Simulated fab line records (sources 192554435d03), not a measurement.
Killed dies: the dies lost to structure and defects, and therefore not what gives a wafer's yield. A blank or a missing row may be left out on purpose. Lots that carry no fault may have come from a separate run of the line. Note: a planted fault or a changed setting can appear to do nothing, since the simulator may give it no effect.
fab line records | flow n5Finfet
record lots=7 | wafers=21
route steps=1938 shown BEOL_M3@941 BEOL_M5@1115
startH: hours from the record's first day to the start of the lot's first wafer shown | waitH: hours elapsed since this lot's preceding step | " same as the row above | L1.1+2: a row that stands for several wafers | - value missing, or start not given | * or withheld: withheld | < > ~ a bound
route shown NAME@n: names a module that has steps shown in the file, with the first one's number in the route | usual: the fault-free wafers' mean and standard deviation | same: alike in all rows | chamber/n: place in a boat | sites: each site's reading | _std_site: the standard deviation of these | _edge_site: the outer-site mean with the inner-site mean subtracted | radiusMm: how far each site lies from the wafer's centre | mask NAME#n: copy n | behind: the most recent tool/chamber to have shaped the wafer | hold: reason for holding the lot/hours on hold/outcome of the hold | device: which transistor (n, p or np) failed to switch | end of line: the route-end tests of the same wafers | a step without rows: its recipe alone | killed: at the first sort, the dies lost to defects and structure; wafer yield is something else | map: shows each die of a wafer: x if killed, . if not, _ if none is there
set.NAME: the setting that was run; set.NAME@STEP: the one run at that earlier step | model.NAME: the simulator's own value behind a step, which no gauge read
lots whose settings were changed on purpose; a table a step, a row a wafer
## steps
# step N5_BEOL_M3_EXPOSE_08
# recipe maskId=M3 | na=0.33 | sourceShape=dipole | sigmaInner=0.369 | sigmaOuter=0.767 | polarization=unpolarized | doseMj=33
lot.wafer  | tool          | chamber | startH | waitH | mask | set.doseMj
L078.2+3+4 | euvScanner-02 | 0       | 169.01 | -     | M3#0 | 33
L079.3+4+6 | euvScanner-01 | 0       | 176.90 | -     | M3#0 | 33
L085.2     | euvScanner-01 | 0       | 211.27 | -     | M3#0 | 32.22
L085.3+6   | "             | 0       | "      | "     | M3#0 | 33
L089.1+3   | euvScanner-02 | 0       | 232.20 | -     | M3#0 | 33
L089.5     | "             | 0       | "      | "     | M3#0 | 33.89
L088.2+3   | euvScanner-01 | 0       | 233.52 | -     | M3#0 | 33
L088.5     | "             | 0       | "      | "     | M3#0 | 34.35
L090.3     | euvScanner-01 | 0       | 237.80 | -     | M3#0 | 31.89
L090.5+6   | "             | 0       | "      | "     | M3#0 | 33
L093.2+3+5 | euvScanner-01 | 0       | 262.41 | -     | M3#0 | 33
# step N5_BEOL_M3_PEB_09
# recipe pebTempC=100 | pebTimeS=60 | resist=CAR-EUV
# step N5_BEOL_M3_DEVELOP_10
# recipe developTimeS=30 | developer=TMAH | resist=CAR-EUV | rinseLiquid=surfactantRinse | dry=airSpin | devTempC=23
# step N5_BEOL_M3_CD_MEAS_11
# recipe targetCdNm=17.05 | landingEnergyEv=500 | detector=seInlens | polarity=opening
# usual cdNm=17.09/0.25
lot.wafer | tool     | chamber | startH | waitH | set.doseMj@BEOL_M3_EXPOSE_08 | cdNm
L078.2    | cdSem-01 | 0       | 169.13 | -     | 33                           | 16.80
L078.3    | "        | 0       | "      | "     | 33                           | 17.09
L078.4    | "        | 0       | "      | "     | 33                           | 17.19
L079.3    | cdSem-02 | 0       | 177.01 | -     | 33                           | 17.62
L079.4    | "        | 0       | "      | "     | 33                           | 17.81
L079.6    | "        | 0       | "      | "     | 33                           | 17.36
L085.2    | cdSem-02 | 0       | 211.39 | -     | 32.22                        | 16.71
L085.3    | "        | 0       | "      | "     | 33                           | 17.40
L085.6    | "        | 0       | "      | "     | 33                           | 17.19
L089.1    | cdSem-02 | 0       | 232.33 | -     | 33                           | 17.35
L089.3    | "        | 0       | "      | "     | 33                           | 17.03
L089.5    | "        | 0       | "      | "     | 33.89                        | 17.77
L088.2    | cdSem-01 | 0       | 233.64 | -     | 33                           | 16.92
L088.3    | "        | 0       | "      | "     | 33                           | 16.95
L088.5    | "        | 0       | "      | "     | 34.35                        | 18.02
L090.3    | cdSem-02 | 0       | 237.92 | -     | 31.89                        | 16.31
L090.5    | "        | 0       | "      | "     | 33                           | 17.13
L090.6    | "        | 0       | "      | "     | 33                           | 16.98
L093.2    | cdSem-02 | 0       | 262.53 | -     | 33                           | 16.82
L093.3    | "        | 0       | "      | "     | 33                           | 17.01
L093.5    | "        | 0       | "      | "     | 33                           | 17.09
# step N5_BEOL_M3_DESCUM_16
# recipe chemistry=O2 | timeS=7 | sourcePowerW=50 | biasPowerW=20 | pressureMtorr=20 | rfFrequencyHz=2.712e+07 | tempC=40 | resist=CAR-EUV | o2FlowSccm=225
# step N5_BEOL_M3_ETCH_74
# recipe chemistry=N2/H2 | target=underlayer | targetDepthA=65 | maskMaterial=CAR-EUV | timeS=5.2 | ionEnergyEv=200 | pressureMtorr=30 | sourceW=840 | biasW=150 | n2FlowSccm=200 | h2FlowSccm=200 | ends=cleared
lot.wafer  | tool       | chamber | startH | waitH | set.doseMj@BEOL_M3_EXPOSE_08 | model.BEOL_M3.cdOffsetNm
L078.2     | rieDiel-06 | 2       | 169.29 | 0.0   | 33                           | 0.2
L078.3+4   | "          | 3,1     | "      | "     | 33                           | 0
L079.3+4+6 | rieDiel-06 | 0,2,2   | 177.17 | 0.0   | 33                           | 0.4
L085.2     | rieDiel-06 | 3       | 211.54 | 0.0   | 32.22                        | -0.6
L085.3     | "          | 2       | "      | "     | 33                           | 0.2
L085.6     | "          | 1       | "      | "     | 33                           | 0
L089.1     | rieDiel-06 | 3       | 232.49 | 0.0   | 33                           | 0
L089.3     | "          | 1       | "      | "     | 33                           | 0.2
L089.5     | "          | 3       | "      | "     | 33.89                        | 0.6
L088.2     | rieDiel-02 | 3       | 233.91 | 0.0   | 33                           | 0.2
L088.3     | "          | 2       | "      | "     | 33                           | 0
L088.5     | "          | 2       | "      | "     | 34.35                        | 0.8
L090.3     | rieDiel-02 | 0       | 238.07 | 0.0   | 31.89                        | -0.8
L090.5+6   | "          | 0,3     | "      | "     | 33                           | 0
L093.2     | rieDiel-03 | 1       | 262.69 | 0.0   | 33                           | -0.2
L093.3+5   | "          | 0,3     | "      | "     | 33                           | 0
# step N5_BEOL_M3_ETCH_63
# recipe chemistry=CF4 | target=SiARC | targetDepthA=156 | maskMaterial=CAR-EUV | timeS=26 | ionEnergyEv=80 | pressureMtorr=40 | sourceW=545 | biasW=36 | Ar_flow_sccm=100 | cf4FlowSccm=100 | ends=cleared
lot.wafer  | tool       | chamber | startH | waitH | set.doseMj@BEOL_M3_EXPOSE_08 | model.BEOL_M3.cdOffsetNm
L078.2+4   | rieDiel-06 | 2,1     | 169.30 | 0.0   | 33                           | 0.2
L078.3     | "          | 3       | "      | "     | 33                           | 0
L079.3+4+6 | rieDiel-06 | 0,2,2   | 177.18 | 0.0   | 33                           | 0.4
L085.2     | rieDiel-06 | 3       | 211.56 | 0.0   | 32.22                        | -0.6
L085.3     | "          | 2       | "      | "     | 33                           | 0.2
L085.6     | "          | 1       | "      | "     | 33                           | 0
L089.1+3   | rieDiel-06 | 3,1     | 232.50 | 0.0   | 33                           | 0
L089.5     | "          | 3       | "      | "     | 33.89                        | 0.4
L088.2+3   | rieDiel-02 | 3,2     | 233.92 | 0.0   | 33                           | 0
L088.5     | "          | 2       | "      | "     | 34.35                        | 0.8
L090.3     | rieDiel-02 | 0       | 238.09 | 0.0   | 31.89                        | -0.6
L090.5+6   | "          | 0,3     | "      | "     | 33                           | 0
L093.2     | rieDiel-03 | 1       | 262.71 | 0.0   | 33                           | -0.2
L093.3+5   | "          | 0,3     | "      | "     | 33                           | 0
# step N5_BEOL_M3_ETCH_64
# recipe chemistry=N2/H2 | target=SOC | targetDepthA=750 | overetchA=150 | maskMaterial=SiARC | tempC=40 | timeS=112.5 | ionEnergyEv=200 | pressureMtorr=30 | sourceW=840 | biasW=150 | n2FlowSccm=200 | h2FlowSccm=200
lot.wafer | tool       | chamber | startH | waitH | set.doseMj@BEOL_M3_EXPOSE_08 | model.BEOL_M3.cdOffsetNm
L078.2+4  | rieDiel-06 | 2,1     | 169.33 | 0.0   | 33                           | 0.2
L078.3    | "          | 3       | "      | "     | 33                           | 0
L079.3+4  | rieDiel-06 | 0,2     | 177.21 | 0.0   | 33                           | 0.4
L079.6    | "          | 2       | "      | "     | 33                           | 0.2
L085.2    | rieDiel-06 | 3       | 211.59 | 0.0   | 32.22                        | -0.4
L085.3    | "          | 2       | "      | "     | 33                           | 0.2
L085.6    | "          | 1       | "      | "     | 33                           | 0
L089.1+3  | rieDiel-06 | 3,2     | 232.53 | 0.0   | 33                           | 0
L089.5    | "          | 2       | "      | "     | 33.89                        | 0.4
L088.2    | rieDiel-02 | 3       | 233.95 | 0.0   | 33                           | -0.2
L088.3    | "          | 2       | "      | "     | 33                           | 0
L088.5    | "          | 2       | "      | "     | 34.35                        | 0.8
L090.3    | rieDiel-02 | 0       | 238.12 | 0.0   | 31.89                        | -0.8
L090.5    | "          | 0       | "      | "     | 33                           | 0.2
L090.6    | "          | 3       | "      | "     | 33                           | 0
L093.2+3  | rieDiel-03 | 1,0     | 262.73 | 0.0   | 33                           | -0.2
L093.5    | "          | 3       | "      | "     | 33                           | 0
# step N5_BEOL_M3_STRIP_65
# recipe chemistry=N2/H2 | tempC=40 | n2FlowSccm=200 | h2FlowSccm=200 | rfFrequencyHz=6e+07
# step N5_BEOL_M3_STRIP_75
# recipe chemistry=N2/H2 | tempC=40 | n2FlowSccm=200 | h2FlowSccm=200 | rfFrequencyHz=6e+07
# step N5_BEOL_M3_STRIP_66
# recipe chemistry=CF4 | resist=SiARC | powerW=300 | biasPowerW=75 | pressureMtorr=50 | cf4FlowSccm=150 | rfFrequencyHz=6e+07
# step N5_BEOL_M3_HM_OPEN_17
# recipe chemistry=Cl2/BCl3 | targetDepthA=200 | overetchA=60 | target=TiN | maskMaterial=SOC | ionEnergyEv=150 | pressureMtorr=10 | icpW=1000 | biasW=126 | Cl2_flow_sccm=53.25 | bcl3FlowSccm=21.75 | Ar_flow_sccm=25
lot.wafer  | tool        | chamber | startH | waitH | set.doseMj@BEOL_M3_EXPOSE_08 | model.BEOL_M3.cdOffsetNm
L078.2+4   | rieMetal-02 | 0       | 169.50 | 0.0   | 33                           | 0.2
L078.3     | "           | 1       | "      | "     | 33                           | 0
L079.3+4+6 | rieMetal-01 | 1,0,1   | 177.41 | 0.1   | 33                           | 0.2
L085.2     | rieMetal-01 | 1       | 211.76 | 0.0   | 32.22                        | -0.4
L085.3     | "           | 1       | "      | "     | 33                           | 0.2
L085.6     | "           | 1       | "      | "     | 33                           | 0
L089.1+3   | rieMetal-02 | 1       | 232.77 | 0.0   | 33                           | 0
L089.5     | "           | 0       | "      | "     | 33.89                        | 0.4
L088.2+3   | rieMetal-03 | 0       | 234.12 | 0.0   | 33                           | 0
L088.5     | "           | 1       | "      | "     | 34.35                        | 1
L090.3     | rieMetal-01 | 0       | 238.32 | 0.1   | 31.89                        | -1
L090.5     | "           | 1       | "      | "     | 33                           | 0
L090.6     | "           | 0       | "      | "     | 33                           | -0.2
L093.2     | rieMetal-01 | 1       | 262.90 | 0.0   | 33                           | -0.4
L093.3+5   | "           | 0,1     | "      | "     | 33                           | -0.2
# step N5_BEOL_M3_STRIP_19
# recipe chemistry=O2 | powerW=400 | tempC=40 | pressureMtorr=30 | rfFrequencyHz=6e+07 | biasPowerW=0 | overashFraction=0.2 | o2FlowSccm=225
# step N5_BEOL_M3_PRECLEAN_42
# recipe chemistry=residueRemover | timeS=60 | tempC=40
# step N5_BEOL_M3_SRD_43
# recipe timeS=30 | tempC=23 | rinseLiquid=diw | dry=ipaMarangoni
# step N5_BEOL_M3_CD_MEAS_35
# recipe targetCdNm=18 | targetCdYNm=21 | polarity=opening
# usual cdNm=17.98/0.27
lot.wafer | tool     | chamber | startH | waitH | set.doseMj@BEOL_M3_EXPOSE_08 | cdNm
L078.2    | cdSem-03 | -       | 172.38 | 0.0   | 33                           | 18.22
L078.3    | "        | -       | "      | "     | 33                           | 17.96
L078.4    | "        | -       | "      | "     | 33                           | 18.38
L079.3    | cdSem-03 | -       | 179.08 | 0.0   | 33                           | 17.87
L079.4    | "        | -       | "      | "     | 33                           | 18.03
L079.6    | "        | -       | "      | "     | 33                           | 18.13
L085.2    | cdSem-02 | -       | 213.46 | 0.0   | 32.22                        | 17.69
L085.3    | "        | -       | "      | "     | 33                           | 18.19
L085.6    | "        | -       | "      | "     | 33                           | 18.42
L089.1    | cdSem-03 | -       | 238.51 | 0.0   | 33                           | 17.80
L089.3    | "        | -       | "      | "     | 33                           | 18.22
L089.5    | "        | -       | "      | "     | 33.89                        | 18.51
L088.2    | cdSem-03 | -       | 239.00 | 0.0   | 33                           | 18.06
L088.3    | "        | -       | "      | "     | 33                           | 17.83
L088.5    | "        | -       | "      | "     | 34.35                        | 18.94
L090.3    | cdSem-02 | -       | 240.51 | 0.0   | 31.89                        | 16.93
L090.5    | "        | -       | "      | "     | 33                           | 17.52
L090.6    | "        | -       | "      | "     | 33                           | 17.97
L093.2    | cdSem-03 | -       | 268.11 | 0.0   | 33                           | 17.71
L093.3    | "        | -       | "      | "     | 33                           | 17.95
L093.5    | "        | -       | "      | "     | 33                           | 17.68
# step N5_BEOL_M5_PECVD_70
# recipe material=SiO2 | targetThkA=160 | tempC=400 | precursor=TEOS/O2 | pressureTorr=5.5 | rfW=450 | teosFlowSccm=53.8 | gas=O2 | flowSccm=3000 | timeS=18
lot.wafer | tool     | chamber | startH | waitH | set.tempC | model.SiO2_of_BEOL_M5_PECVD_70.thkNm
L078.2    | pecvd-01 | 1       | 186.67 | 0.0   | 400       | 15.6
L078.3    | "        | 0       | "      | "     | 400       | 15.8
L078.4    | "        | 0       | "      | "     | 391.3     | 16.8
L079.3    | pecvd-02 | 1       | 198.16 | 0.0   | 413.5     | 14.6
L079.4    | "        | 2       | "      | "     | 400       | 16.2
L079.6    | "        | 1       | "      | "     | 400       | 16.4
L085.2    | pecvd-01 | 2       | 230.01 | 0.0   | 390.8     | 16.8
L085.3    | "        | 0       | "      | "     | 400       | 16.2
L085.6    | "        | 1       | "      | "     | 400       | 16.4
L089.1    | pecvd-02 | 2       | 250.61 | 0.0   | 400       | 15.6
L089.3    | "        | 1       | "      | "     | 394.4     | 16.2
L089.5    | "        | 1       | "      | "     | 400       | 16
L088.2    | pecvd-01 | 1       | 257.08 | 0.0   | 400       | 16
L088.3    | "        | 0       | "      | "     | 391.4     | 17
L088.5    | "        | 0       | "      | "     | 391.4     | 17.2
L090.3    | pecvd-01 | 1       | 258.13 | 0.0   | 400       | 16
L090.5+6  | "        | 1,2     | "      | "     | 400       | 16.2
L093.2    | pecvd-02 | 2       | 280.18 | 0.0   | 400       | 16
L093.3    | "        | 1       | "      | "     | 400       | 15.8
L093.5    | "        | 0       | "      | "     | 400       | 16.2
## key
split step=N5_BEOL_M3_EXPOSE_08 | setting=doseMj | stated=33 | by=wafer
response step=N5_BEOL_M3_CD_MEAS_11 | reading=cdNm | change=+0.241 | per=1% | r=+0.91
response step=N5_BEOL_M3_ETCH_74 | reading=model.BEOL_M3.cdOffsetNm | change=+0.209 | per=1% | r=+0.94
response step=N5_BEOL_M3_ETCH_63 | reading=model.BEOL_M3.cdOffsetNm | change=+0.196 | per=1% | r=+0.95
response step=N5_BEOL_M3_ETCH_64 | reading=model.BEOL_M3.cdOffsetNm | change=+0.219 | per=1% | r=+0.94
response step=N5_BEOL_M3_HM_OPEN_17 | reading=model.BEOL_M3.cdOffsetNm | change=+0.229 | per=1% | r=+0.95
response step=N5_BEOL_M3_CD_MEAS_35 | reading=cdNm | change=+0.235 | per=1% | r=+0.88
split step=N5_BEOL_M5_PECVD_70 | setting=tempC | stated=400 | by=wafer
response step=N5_BEOL_M5_PECVD_70 | reading=model.SiO2_of_BEOL_M5_PECVD_70.thkNm | change=-0.436 | per=1% | r=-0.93
